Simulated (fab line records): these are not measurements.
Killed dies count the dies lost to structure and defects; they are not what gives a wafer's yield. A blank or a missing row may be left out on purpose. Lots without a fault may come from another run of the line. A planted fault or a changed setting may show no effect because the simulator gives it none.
Problem report, 8D (eight disciplines) form, completed by code ; flow nand-harc ; the parts of the form that need people (team, actions taken, sign-off) are left out

1. THE PROBLEM
Mean of heater-power-total-W at NHARC_A_BLC_SOFTBAKE_05: 165.62 W across 6 wafers in 2 lots; on wafers with no fault it is 188.45 W (standard deviation 0.14). So: -99 or more standard deviations from the usual mean.
The step: time 55 s.
First observed at day 31 08:00: wafer L865.1, on litho-track-01. The record holds 36 wafers of 12 lots with a number at this step. By rule, "out" or "out of limits" means more than 4 standard deviations away from the usual mean. All remaining wafers that have a number are taken as sound.

2. WHAT THIS IS AND IS NOT
question;is;is not
which readings at this step;heater-power-total-W;-
which lots;L864, L865;L843, L844, L845, L846, L848, L850, L851, L852, L854, L861
which wafers of those lots;all that have a number;-
read on which tools;litho-track-01;litho-track-04, litho-track-06
when;from day 31 08:00;up to then (30 sound wafers)

3. SUSPECTS, AND WHAT RULES EACH OUT
Counting: a tool at a process step up to the reading stays a suspect if it ran every lot that is out and no sound lot after the first of them.
- rie-diel-04 at NHARC_A_CONTACT_ETCH_98 (etches the open film in C4F6/O2, target depth 20 nm, time 10 s): kept. Every lot that is out went through it, starting with L865 (day 31 08:00), and after that it ran no sound lot; the last sound lot it ran before then is L846 (day 24 05:00). NHARC_A_CONTACT_ETCH_98: start missing for some lots; hours and lot order therefore follow NHARC_A_BLC_SOFTBAKE_05.
- litho-track-01 at NHARC_A_BLC_SOFTBAKE_05 (time 55 s): kept. Every lot that is out went through it, starting with L865 (day 31 08:00), and after that it ran no sound lot; the last sound lot it ran before then is L854 (day 27 04:00). Its own heater-power-total-W readings are out on those wafers.
What counting leaves: rie-diel-04 at NHARC_A_CONTACT_ETCH_98 and litho-track-01 at NHARC_A_BLC_SOFTBAKE_05.

4. THE CAUSE (what the simulator had put in)
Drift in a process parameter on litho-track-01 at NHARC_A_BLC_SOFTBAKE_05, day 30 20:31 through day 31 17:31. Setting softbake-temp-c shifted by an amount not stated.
This tool is one of the 2 suspects left after counting.

5. SEQUENCE OF EFFECTS, ordered by route
Each row: a reading where the mean over the struck wafers with a number is more than 3 standard deviations away from the usual. Only readings for which the record gives a usual standard deviation are gone through. hours: the time from each lot's start at the first step in this table that gives one to its start at this step, as a median over the lots. sigmas: the change in usual standard deviations.
hours;step;reading;usual;on struck wafers;change;sigmas
0;NHARC_A_BLC_SOFTBAKE_05;heater-power-total-W;188.45 W;165.62;-22.82;-99 or more
The process steps in it:
- NHARC_A_BLC_SOFTBAKE_05: time 55 s.

6. WHAT WOULD HAVE CAUGHT IT SOONER
In this record no reading fell out of limits until day 31 08:00, 11 hours after the fault had begun at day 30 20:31.
